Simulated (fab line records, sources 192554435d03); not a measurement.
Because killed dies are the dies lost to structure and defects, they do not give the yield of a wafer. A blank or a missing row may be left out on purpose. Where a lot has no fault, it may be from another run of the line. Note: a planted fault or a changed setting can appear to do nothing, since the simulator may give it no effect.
Which tool is to blame? -- flow n5 finfet -- 10 lots, 26 wafers sampled, at 6 steps of a route of 1938

== WHAT EACH GAUGE READ, for each wafer ==
N5_BEOL_M0_SAQP_CD_MEAS_25 targets a cd of 13.1 nm.
lot,measured,on,cd nm (nm)
L396,day 5 17:20,cd sem-02,12.49 12.67 12.51
L397,day 5 20:05,cd sem-03,12.73 13.16 12.93
L399,day 6 08:04,cd sem-02,12.75 13.04 12.60
L400,day 6 17:23,cd sem-02,12.90 12.89
L406,day 8 00:29,cd sem-03,12.98 12.92 13.05
L409,day 8 19:14,cd sem-01,12.99 16.63
L411,day 9 07:08,cd sem-01,12.76 16.58
L415,day 10 22:37,cd sem-02,12.77 12.34 12.45
L417,day 10 22:47,cd sem-03,12.65 13.03 12.50
L419,day 11 12:31,cd sem-02,12.25 12.42

N5_BEOL_M4_RC_MEAS_101.
lot,measured,on,DIBL_N (mV/V),DIBL_P (mV/V),IOFF_N (nA/um),IOFF_P (nA/um),ION_N (uA/um),ION_P (uA/um),SS_N (mV/dec),SS_P (mV/dec),VT_N (mV),VT_P (mV)
L396,day 8 09:23,prober-01,34.7 33.8 37.8,35.3 35.0 38.8,0.13 0.13 0.20,0.19 0.19 0.25,665 687 689,459 467 467,71.2 71.0 71.7,73.2 73.7 74.1,251 249 246,-253 -251 -249
L397,day 8 09:34,prober-02,37.8 34.9 38.9,36.7 33.9 38.6,0.16 0.13 0.19,0.19 0.17 0.23,666 677 688,450 462 463,71.9 69.7 71.8,73.9 73.0 73.7,249 252 248,-254 -255 -251
L399,day 9 05:10,prober-01,35.7 36.3 37.7,36.9 38.2 40.2,0.18 0.17 0.23,0.19 0.19 0.24,677 667 700,453 456 467,71.6 71.6 72.0,73.4 73.1 73.6,243 253 244,-254 -253 -250
L400,day 9 08:22,prober-01,36.6 32.5,39.3 33.7,0.18 0.10,0.20 0.13,682 659,455 444,71.6 70.4,73.9 72.3,246 255,-253 -259
L406,day 10 14:43,prober-02,40.1 38.5 42.5,39.8 38.5 42.6,0.20 0.19 0.27,0.30 0.28 0.36,671 681 700,470 477 479,72.0 71.6 73.1,74.3 73.3 74.9,249 246 244,-244 -243 -242
L409,day 11 07:29,prober-02,36.1,36.5,0.15,0.20,674,462,71.9,73.4,251,-251
L411,day 11 13:53,prober-01,35.7,34.9,0.14,0.23,666,467,71.9,73.1,251,-247
L415,day 12 20:40,prober-01,33.8 36.8 38.4,32.3 36.9 38.7,0.13 0.18 0.23,0.18 0.25 0.27,664 682 700,461 468 479,71.4 71.5 71.8,72.0 72.8 73.7,253 247 242,-252 -249 -248
L417,day 13 03:29,prober-01,37.4 39.8 38.5,36.0 41.2 37.6,0.18 0.25 0.21,0.20 0.31 0.23,687 707 683,459 480 460,71.9 73.3 72.8,73.4 74.3 73.8,249 244 247,-252 -249 -250
L419,day 13 11:31,prober-02,36.7 37.7,37.9 40.2,0.20 0.22,0.26 0.31,686 701,474 487,72.2 72.3,73.6 74.8,243 242,-244 -241

== WHICH TOOL RAN EACH LOT (tool, then ch and the chambers of the sampled wafers, then the start) ==
lot,N5_BEOL_M0_SAQP_SPACER1_ALD_98,N5_BEOL_M0_SAQP_MANDREL1_REMOVE_100,N5_BEOL_M0_SAQP_RECESS_104,N5_BEOL_M0_SAQP_STRIP_108
L396,"ald sin-01 ch 0,3, day 5 16:40","rie si-02 ch 0,1, day 5 17:14","vapor etch-02 ch 0,1, day 5 17:36","rie diel-03 ch 0,2,3, day 5 18:08"
L397,"ald sin-01 ch 0,1,2, day 5 19:25","rie si-01 ch 0,2, day 5 19:58","vapor etch-01 ch 0,1, day 5 20:21","rie diel-02 ch 2,3, day 5 20:56"
L399,"ald sin-01 ch 0,1, day 6 07:23","rie si-01 ch 0,1,2, day 6 07:57","vapor etch-02 ch 0,1, day 6 08:19","rie diel-01 ch 0,1,2, day 6 08:52"
L400,"ald sin-01 ch 0,1, day 6 16:37","rie si-04 ch 0,2, day 6 17:16","vapor etch-01 ch 0, day 6 17:39","rie diel-02 ch 0,1, day 6 18:34"
L406,"ald sin-02 ch 0,1,3, day 7 23:48","rie si-02 ch 0,1, day 8 00:22","vapor etch-01 ch 0, day 8 00:51","rie diel-03 ch 0,1,2, day 8 01:38"
L409,"ald sin-01 ch 2, day 8 18:34","rie si-02 ch 0,3, day 8 19:08","vapor etch-01 ch 0, day 8 19:30","rie diel-02 ch 2, day 8 20:25"
L411,"ald sin-01 ch 2,3, day 9 06:41","rie si-02 ch 1,2, day 9 07:03","vapor etch-02 ch 0,1, day 9 08:47","rie diel-01 ch 2,3, day 9 09:10"
L415,"ald sin-03 ch 1,3, day 10 21:54","rie si-02 ch 1,2, day 10 22:30","vapor etch-02 ch 0,1, day 10 23:04","rie diel-01 ch 0,1,2, day 10 23:37"
L417,"ald sin-02 ch 0,2,3, day 10 22:06","rie si-01 ch 1,2,3, day 10 22:40","vapor etch-02 ch 0,1, day 10 23:25","rie diel-01 ch 0,1,2, day 10 23:58"
L419,"ald sin-03 ch 0,1, day 11 12:04","rie si-04 ch 0,1, day 11 12:26","vapor etch-02 ch 0,1, day 11 13:01","rie diel-01 ch 1,2, day 11 13:20"
- N5_BEOL_M0_SAQP_SPACER1_ALD_98: deposits SiO2, target thk 12.8 nm, pulse time 1 s, purge time 2 s.
- N5_BEOL_M0_SAQP_MANDREL1_REMOVE_100: chemistry HBr/Cl2/O2, target a-Si, stops on SiNx, bt time 10 s.
- N5_BEOL_M0_SAQP_RECESS_104: chemistry HF/NH3, target SiO2, target depth 18 nm, afs cycles 3, sublimation time 60 s.
- N5_BEOL_M0_SAQP_STRIP_108: strips in N2/H2.

== AS READ BY THE TOOLS THEMSELVES (means over the sampled wafers that have a number; for cases with no such wafer, the mark the record gives instead) ==
N5_BEOL_M0_SAQP_SPACER1_ALD_98.
lot,tool,heater power w (W),precursor pulse height rel
L396,ald sin-01,449,1.018
L397,ald sin-01,441,1.003
L399,ald sin-01,439,1.024
L400,ald sin-01,439,1.011
L406,ald sin-02,550,1.002
L409,ald sin-01,452,0.999
L411,ald sin-01,458,0.998
L415,ald sin-03,426,0.999
L417,ald sin-02,485,1.020
L419,ald sin-03,437,1.002

N5_BEOL_M0_SAQP_MANDREL1_REMOVE_100.
lot,tool,O2_flow_sccm (sccm),drypump motor current A (A),oes product au (a.u.),throttle valve pct (%)
L396,rie si-02,4.991,5.7,1.005,36.4
L397,rie si-01,4.995,5.2,1.026,36.4
L399,rie si-01,5.004,5.3,1.024,36.4
L400,rie si-04,5.001,5.4,0.986,37.0
L406,rie si-02,5.003,5.8,0.990,36.9
L409,rie si-02,4.989,5.7,0.984,37.0
L411,rie si-02,4.992,5.5,1.010,36.2
L415,rie si-02,4.986,5.5,1.024,36.4
L417,rie si-01,5.002,5.4,1.007,36.6
L419,rie si-04,5.000,5.8,1.004,37.1

N5_BEOL_M0_SAQP_RECESS_104.
lot,tool,drypump motor current A (A)
L396,vapor etch-02,6.1
L397,vapor etch-01,5.9
L399,vapor etch-02,6.1
L400,vapor etch-01,6.0
L406,vapor etch-01,6.1
L409,vapor etch-01,6.1
L411,vapor etch-02,6.0
L415,vapor etch-02,6.1
L417,vapor etch-02,5.8
L419,vapor etch-02,6.0

N5_BEOL_M0_SAQP_STRIP_108.
lot,tool,drypump motor current A (A),h2 flow sccm (sccm),oes product au (a.u.),rf vpp V (V),showerhead plenum p Torr (Torr),throttle valve pct (%)
L396,rie diel-03,6.4,300.0,0.82,122.8,3.46,18.5
L397,rie diel-02,5.9,300.5,0.75,122.3,3.44,19.6
L399,rie diel-01,5.4,300.0,0.77,121.9,3.41,19.5
L400,rie diel-02,5.8,299.9,0.71,120.5,3.33,19.5
L406,rie diel-03,6.1,299.7,0.74,123.0,3.38,18.7
L409,rie diel-02,6.0,300.6,0.75,121.3,3.49,19.5
L411,rie diel-01,5.9,301.1,0.76,122.5,3.36,19.5
L415,rie diel-01,5.4,300.5,0.82,121.7,3.39,19.4
L417,rie diel-01,5.4,299.7,0.82,123.7,3.39,19.4
L419,rie diel-01,5.5,300.4,0.87,122.2,3.35,19.7

== THE ANSWER, worked out from the rows above alone ==
Rule: the usual values come from the lots themselves. The widest of any qualifying gaps counts: lots, ordered by their means at a reading, are off when they make up no more than a third of the lots, leave a main group of 4 or more, and stand apart from it by 3 or more times the standard deviation of that group's means. A main group is skipped when, at the precision printed for the reading in the tables above, its means are all equal. Also off: a lot with no number at a reading for which 4 or more lots have one. All remaining lots with rows at the step are treated as sound. Order of review: gauges by route order, followed by the tools' own readings, for which a lot's mean as printed above is used. At the first step where some lot is off, the reading lying furthest off is the one used; lots without a number count as furthest.
Off: L409, L411, at N5_BEOL_M0_SAQP_CD_MEAS_25 (cd nm). Main group: mean 12.72 nm, sd 0.21.
If a tool, at a process step before that reading, ran all the lots that are off and no sound lot after the first of them, it fits. Those tools and the gauges at N5_BEOL_M0_SAQP_CD_MEAS_25 are tried in the same way. Can't be told from this: 2 tools fit, ald sin-01 at N5_BEOL_M0_SAQP_SPACER1_ALD_98, cd sem-01 at N5_BEOL_M0_SAQP_CD_MEAS_25.

== WHAT THE SIMULATOR HAD INSERTED ==
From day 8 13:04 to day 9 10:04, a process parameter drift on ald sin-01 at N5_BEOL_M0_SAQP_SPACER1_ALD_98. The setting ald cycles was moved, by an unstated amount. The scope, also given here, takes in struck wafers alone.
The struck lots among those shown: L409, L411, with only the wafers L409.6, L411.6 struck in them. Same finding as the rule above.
